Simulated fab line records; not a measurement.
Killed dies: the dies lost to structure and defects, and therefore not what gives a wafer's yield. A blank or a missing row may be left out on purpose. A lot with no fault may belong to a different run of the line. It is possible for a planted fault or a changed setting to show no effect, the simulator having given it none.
The tool behind it: which one? / flow n5Finfet / Sampling: 24 lots, 72 wafers, 4 of 1938 route steps

WHAT EACH GAUGE READ, for each wafer
N5_BEOL_M11_THK_MEAS_01. Usual: M11_ILD_THK typically reads 268 nm, with standard deviation 4.
lot=L074; measured=day 11 17:21; on=filmMetro-02; M11_ILD_THK (nm)=267 267 269; flag=
lot=L075; measured=day 12 09:19; on=filmMetro-01; M11_ILD_THK (nm)=262 267 273; flag=
lot=L078; measured=day 12 14:41; on=filmMetro-01; M11_ILD_THK (nm)=271 269 276; flag=
lot=L076; measured=day 12 18:13; on=filmMetro-01; M11_ILD_THK (nm)=268 270 269; flag=
lot=L077; measured=day 12 22:50; on=filmMetro-02; M11_ILD_THK (nm)=270 270 274; flag=
lot=L079; measured=day 13 06:50; on=filmMetro-01; M11_ILD_THK (nm)=259 272 262; flag=
lot=L083; measured=day 13 15:14; on=filmMetro-02; M11_ILD_THK (nm)=268 268 275; flag=
lot=L082; measured=day 13 17:14; on=filmMetro-02; M11_ILD_THK (nm)=267 268 270; flag=
lot=L080; measured=day 14 03:34; on=filmMetro-02; M11_ILD_THK (nm)=270 267 273; flag=
lot=L081; measured=day 14 12:55; on=filmMetro-01; M11_ILD_THK (nm)=258 255 271; flag=
lot=L084; measured=day 14 15:56; on=filmMetro-01; M11_ILD_THK (nm)=262 264 266; flag=
lot=L085; measured=day 14 21:34; on=filmMetro-02; M11_ILD_THK (nm)=267 264 272; flag=
lot=L088; measured=day 15 07:07; on=filmMetro-01; M11_ILD_THK (nm)=262 260 270; flag=
lot=L087; measured=day 15 12:24; on=filmMetro-01; M11_ILD_THK (nm)=267 266 269; flag=
lot=L089; measured=day 15 20:29; on=filmMetro-02; M11_ILD_THK (nm)=266 268 273; flag=
lot=L086; measured=day 15 21:12; on=filmMetro-01; M11_ILD_THK (nm)=265 272 268; flag=
lot=L091; measured=day 15 21:56; on=filmMetro-01; M11_ILD_THK (nm)=267 271 270; flag=
lot=L093; measured=day 16 13:49; on=filmMetro-01; M11_ILD_THK (nm)=267 278 273; flag=
lot=L092; measured=day 16 14:17; on=filmMetro-02; M11_ILD_THK (nm)=269 270 276; flag=
lot=L090; measured=day 17 03:01; on=filmMetro-02; M11_ILD_THK (nm)=268 268 276; flag=
lot=L094; measured=day 17 12:28; on=filmMetro-02; M11_ILD_THK (nm)=274 268 267; flag=
lot=L096; measured=day 17 18:37; on=filmMetro-02; M11_ILD_THK (nm)=267 274 272; flag=
lot=L097; measured=day 18 02:42; on=filmMetro-01; M11_ILD_THK (nm)=266 271 269; flag=
lot=L095; measured=day 18 09:59; on=filmMetro-01; M11_ILD_THK (nm)=266 265 265; flag=

N5_BEOL_M11_INSPECT_13: inspects for defects (brightfield). Usual: rawDefectCount reads 420 (standard deviation 93).
lot=L074; measured=day 11 18:19; on=defectInspect-02; rawDefectCount=400 367 322; flag=
lot=L075; measured=day 12 10:37; on=defectInspect-02; rawDefectCount=409 353 396; flag=
lot=L078; measured=day 12 16:13; on=defectInspect-02; rawDefectCount=370 404 437; flag=
lot=L076; measured=day 12 19:23; on=defectInspect-02; rawDefectCount=350 430 410; flag=
lot=L077; measured=day 13 00:13; on=defectInspect-01; rawDefectCount=576 583 713; flag=
lot=L079; measured=day 13 08:18; on=defectInspect-01; rawDefectCount=369 313 279; flag=
lot=L083; measured=day 13 16:19; on=defectInspect-02; rawDefectCount=422 551 433; flag=
lot=L082; measured=day 13 18:50; on=defectInspect-01; rawDefectCount=364 363 335; flag=
lot=L080; measured=day 14 05:31; on=defectInspect-02; rawDefectCount=466 420 376; flag=
lot=L081; measured=day 14 14:20; on=defectInspect-01; rawDefectCount=407 340 425; flag=
lot=L084; measured=day 14 17:30; on=defectInspect-02; rawDefectCount=424 397 384; flag=
lot=L085; measured=day 14 23:25; on=defectInspect-01; rawDefectCount=438 408 296; flag=
lot=L088; measured=day 15 09:40; on=defectInspect-01; rawDefectCount=333 290 301; flag=
lot=L087; measured=day 15 13:31; on=defectInspect-01; rawDefectCount=556 584 483; flag=
lot=L089; measured=day 15 23:04; on=defectInspect-01; rawDefectCount=571 474 412; flag=
lot=L086; measured=day 15 23:29; on=defectInspect-01; rawDefectCount=269 442 376; flag=
lot=L091; measured=day 15 23:38; on=defectInspect-01; rawDefectCount=359 394 396; flag=
lot=L093; measured=day 16 17:43; on=defectInspect-01; rawDefectCount=390 447 495; flag=
lot=L092; measured=day 16 17:45; on=defectInspect-01; rawDefectCount=335 369 508; flag=
lot=L090; measured=day 17 17:31; on=defectInspect-01; rawDefectCount=665 448 392; flag=
lot=L094; measured=day 17 17:33; on=defectInspect-01; rawDefectCount=482 294 368; flag=
lot=L096; measured=day 17 21:23; on=defectInspect-01; rawDefectCount=461 301 305; flag=
lot=L097; measured=day 18 06:18; on=defectInspect-01; rawDefectCount=464 476 417; flag=
lot=L095; measured=day 18 12:28; on=defectInspect-02; rawDefectCount=498 465 399; flag=

N5_BEOL_M11_INSPECT_30: inspects for defects (brightfield). Usual: rawDefectCount reads 424 (standard deviation 91).
lot=L074; measured=day 11 19:56; on=defectInspect-02; rawDefectCount=395 346 322; flag=
lot=L075; measured=day 12 11:46; on=defectInspect-01; rawDefectCount=414 359 401; flag=
lot=L078; measured=day 12 18:12; on=defectInspect-01; rawDefectCount=359 403 448; flag=
lot=L076; measured=day 12 22:34; on=defectInspect-01; rawDefectCount=325 431 391; flag=
lot=L077; measured=day 13 02:56; on=defectInspect-02; rawDefectCount=595 573 715; flag=
lot=L079; measured=day 13 10:53; on=defectInspect-01; rawDefectCount=405 289 292; flag=
lot=L083; measured=day 13 17:40; on=defectInspect-02; rawDefectCount=444 538 458; flag=
lot=L082; measured=day 13 23:47; on=defectInspect-02; rawDefectCount=416 373 330; flag=
lot=L080; measured=day 14 08:35; on=defectInspect-02; rawDefectCount=471 442 365; flag=
lot=L081; measured=day 14 17:48; on=defectInspect-01; rawDefectCount=400 346 425; flag=
lot=L084; measured=day 14 19:26; on=defectInspect-02; rawDefectCount=417 392 400; flag=
lot=L085; measured=day 15 01:16; on=defectInspect-01; rawDefectCount=435 397 312; flag=
lot=L088; measured=day 15 11:14; on=defectInspect-02; rawDefectCount=342 305 313; flag=
lot=L087; measured=day 15 14:49; on=defectInspect-02; rawDefectCount=548 592 469; flag=
lot=L089; measured=day 16 01:20; on=defectInspect-01; rawDefectCount=515 477 410; flag=
lot=L086; measured=day 16 01:31; on=defectInspect-02; rawDefectCount=278 492 380; flag=
lot=L091; measured=day 16 01:41; on=defectInspect-01; rawDefectCount=367 377 400; flag=
lot=L093; measured=day 16 23:32; on=defectInspect-01; rawDefectCount=422 441 487; flag=
lot=L092; measured=day 16 23:34; on=defectInspect-01; rawDefectCount=342 370 496; flag=
lot=L090; measured=day 17 20:47; on=defectInspect-02; rawDefectCount=659 467 394; flag=
lot=L094; measured=day 17 20:37; on=defectInspect-02; rawDefectCount=469 325 386; flag=
lot=L096; measured=day 17 23:04; on=defectInspect-02; rawDefectCount=471 319 340; flag=
lot=L097; measured=day 18 11:16; on=defectInspect-01; rawDefectCount=464 489 434; flag=
lot=L095; measured=day 18 13:25; on=defectInspect-02; rawDefectCount=491 476 406; flag=

EACH LOT AND THE TOOL THAT RAN IT (in order: tool; ch and the chambers of the sampled wafers; start)
lot=L074; N5_BEOL_M11_HM_OPEN_17=rieMetal-03 ch 0,1, day 11 18:37
lot=L075; N5_BEOL_M11_HM_OPEN_17=rieMetal-01 ch 0,1, day 12 11:10
lot=L078; N5_BEOL_M11_HM_OPEN_17=rieMetal-01 ch 0, day 12 16:31
lot=L076; N5_BEOL_M11_HM_OPEN_17=rieMetal-03 ch 1, day 12 20:14
lot=L077; N5_BEOL_M11_HM_OPEN_17=rieMetal-03 ch 1, day 13 00:59
lot=L079; N5_BEOL_M11_HM_OPEN_17=rieMetal-03 ch 1, day 13 08:36
lot=L083; N5_BEOL_M11_HM_OPEN_17=rieMetal-03 ch 0,1, day 13 16:37
lot=L082; N5_BEOL_M11_HM_OPEN_17=rieMetal-03 ch 1, day 13 19:08
lot=L080; N5_BEOL_M11_HM_OPEN_17=rieMetal-01 ch 1, day 14 06:08
lot=L081; N5_BEOL_M11_HM_OPEN_17=rieMetal-02 ch 0,1, day 14 14:38
lot=L084; N5_BEOL_M11_HM_OPEN_17=rieMetal-01 ch 0,1, day 14 17:49
lot=L085; N5_BEOL_M11_HM_OPEN_17=rieMetal-01 ch 0,1, day 14 23:43
lot=L088; N5_BEOL_M11_HM_OPEN_17=rieMetal-01 ch 0,1, day 15 09:59
lot=L087; N5_BEOL_M11_HM_OPEN_17=rieMetal-03 ch 0,1, day 15 13:50
lot=L089; N5_BEOL_M11_HM_OPEN_17=rieMetal-02 ch 0,1, day 15 23:22
lot=L086; N5_BEOL_M11_HM_OPEN_17=rieMetal-01 ch 0,1, day 15 23:48
lot=L091; N5_BEOL_M11_HM_OPEN_17=rieMetal-03 ch 0,1, day 15 23:57
lot=L093; N5_BEOL_M11_HM_OPEN_17=rieMetal-03 ch 0,1, day 16 18:40
lot=L092; N5_BEOL_M11_HM_OPEN_17=rieMetal-02 ch 0,1, day 16 18:50
lot=L090; N5_BEOL_M11_HM_OPEN_17=rieMetal-01 ch 0,1, day 17 18:45
lot=L094; N5_BEOL_M11_HM_OPEN_17=rieMetal-03 ch 0,1, day 17 18:50
lot=L096; N5_BEOL_M11_HM_OPEN_17=rieMetal-03 ch 0,1, day 17 22:28
lot=L097; N5_BEOL_M11_HM_OPEN_17=rieMetal-02 ch 0,1, day 18 06:50
lot=L095; N5_BEOL_M11_HM_OPEN_17=rieMetal-02 ch 0,1, day 18 12:46
- N5_BEOL_M11_HM_OPEN_17: chemistry Cl2/BCl3, target TiN, target depth 20 nm, overetch 6 nm.

WHAT THE TOOLS THEMSELVES READ (means of the sampled wafers that have a number; where no wafer has one, the mark that the record gives instead)
N5_BEOL_M11_HM_OPEN_17. Usual: chamberPressureMTorr 9.999 mTorr, standard deviation 0.008; drypumpMotorCurrentA 5.70 A, standard deviation 0.13; oesProductAu 0.72 a.u., standard deviation 0.054; throttleValvePct 22.23 %, standard deviation 0.18.
lot=L074; tool=rieMetal-03; chamberPressureMTorr (mTorr)=10.004; drypumpMotorCurrentA (A)=5.73; oesProductAu (a.u.)=0.69; throttleValvePct (%)=22.33; flag=
lot=L075; tool=rieMetal-01; chamberPressureMTorr (mTorr)=10.009; drypumpMotorCurrentA (A)=5.82; oesProductAu (a.u.)=0.74; throttleValvePct (%)=22.42; flag=
lot=L078; tool=rieMetal-01; chamberPressureMTorr (mTorr)=10.001; drypumpMotorCurrentA (A)=5.73; oesProductAu (a.u.)=0.75; throttleValvePct (%)=22.26; flag=
lot=L076; tool=rieMetal-03; chamberPressureMTorr (mTorr)=9.997; drypumpMotorCurrentA (A)=5.72; oesProductAu (a.u.)=0.75; throttleValvePct (%)=22.19; flag=
lot=L077; tool=rieMetal-03; chamberPressureMTorr (mTorr)=9.998; drypumpMotorCurrentA (A)=5.74; oesProductAu (a.u.)=0.76; throttleValvePct (%)=22.15; flag=
lot=L079; tool=rieMetal-03; chamberPressureMTorr (mTorr)=10.002; drypumpMotorCurrentA (A)=5.74; oesProductAu (a.u.)=0.74; throttleValvePct (%)=22.18; flag=
lot=L083; tool=rieMetal-03; chamberPressureMTorr (mTorr)=10.003; drypumpMotorCurrentA (A)=5.70; oesProductAu (a.u.)=0.81; throttleValvePct (%)=22.19; flag=
lot=L082; tool=rieMetal-03; chamberPressureMTorr (mTorr)=10.000; drypumpMotorCurrentA (A)=5.73; oesProductAu (a.u.)=0.73; throttleValvePct (%)=22.20; flag=
lot=L080; tool=rieMetal-01; chamberPressureMTorr (mTorr)=9.993; drypumpMotorCurrentA (A)=5.84; oesProductAu (a.u.)=0.72; throttleValvePct (%)=22.50; flag=
lot=L081; tool=rieMetal-02; chamberPressureMTorr (mTorr)=10.001; drypumpMotorCurrentA (A)=5.47; oesProductAu (a.u.)=0.67; throttleValvePct (%)=22.04; flag=
lot=L084; tool=rieMetal-01; chamberPressureMTorr (mTorr)=10.001; drypumpMotorCurrentA (A)=5.83; oesProductAu (a.u.)=0.72; throttleValvePct (%)=22.43; flag=
lot=L085; tool=rieMetal-01; chamberPressureMTorr (mTorr)=9.999; drypumpMotorCurrentA (A)=5.79; oesProductAu (a.u.)=0.72; throttleValvePct (%)=22.43; flag=
lot=L088; tool=rieMetal-01; chamberPressureMTorr (mTorr)=9.996; drypumpMotorCurrentA (A)=5.78; oesProductAu (a.u.)=0.72; throttleValvePct (%)=22.36; flag=
lot=L087; tool=rieMetal-03; chamberPressureMTorr (mTorr)=9.999; drypumpMotorCurrentA (A)=5.72; oesProductAu (a.u.)=0.77; throttleValvePct (%)=22.20; flag=
lot=L089; tool=rieMetal-02; chamberPressureMTorr (mTorr)=10.004; drypumpMotorCurrentA (A)=5.57; oesProductAu (a.u.)=0.66; throttleValvePct (%)=21.96; flag=
lot=L086; tool=rieMetal-01; chamberPressureMTorr (mTorr)=10.003; drypumpMotorCurrentA (A)=5.76; oesProductAu (a.u.)=0.72; throttleValvePct (%)=22.35; flag=
lot=L091; tool=rieMetal-03; chamberPressureMTorr (mTorr)=10.002; drypumpMotorCurrentA (A)=5.71; oesProductAu (a.u.)=0.77; throttleValvePct (%)=22.19; flag=
lot=L093; tool=rieMetal-03; chamberPressureMTorr (mTorr)=9.994; drypumpMotorCurrentA (A)=5.73; oesProductAu (a.u.)=0.74; throttleValvePct (%)=22.20; flag=
lot=L092; tool=rieMetal-02; chamberPressureMTorr (mTorr)=9.994; drypumpMotorCurrentA (A)=5.53; oesProductAu (a.u.)=0.66; throttleValvePct (%)=21.97; flag=
lot=L090; tool=rieMetal-01; chamberPressureMTorr (mTorr)=10.007; drypumpMotorCurrentA (A)=5.82; oesProductAu (a.u.)=0.70; throttleValvePct (%)=22.45; flag=
lot=L094; tool=rieMetal-03; chamberPressureMTorr (mTorr)=9.996; drypumpMotorCurrentA (A)=5.68; oesProductAu (a.u.)=0.76; throttleValvePct (%)=22.20; flag=
lot=L096; tool=rieMetal-03; chamberPressureMTorr (mTorr)=9.998; drypumpMotorCurrentA (A)=5.74; oesProductAu (a.u.)=0.73; throttleValvePct (%)=22.20; flag=
lot=L097; tool=rieMetal-02; chamberPressureMTorr (mTorr)=9.999; drypumpMotorCurrentA (A)=5.55; oesProductAu (a.u.)=0.65; throttleValvePct (%)=21.98; flag=
lot=L095; tool=rieMetal-02; chamberPressureMTorr (mTorr)=9.987; drypumpMotorCurrentA (A)=5.43; oesProductAu (a.u.)=0.66; throttleValvePct (%)=22.05; flag=

THE ANSWER, worked out from the rows above alone
Rule: lot off if the mean of its wafers having a number is beyond 3 standard deviations from the usual mean. Also off: a lot with no number at a reading for which 4 or more lots have one. Where the step has rows for the other lots, those lots are counted as sound. After the gauges, taken in route order, come the tools' own readings; for these a lot's mean is taken, as printed above. At the first step where some lot is off, the reading lying furthest off is the one used; lots without a number count as furthest.
Nothing can be told from this: no lot is off at any reading shown.

WHAT HAD BEEN PUT IN BY THE SIMULATOR
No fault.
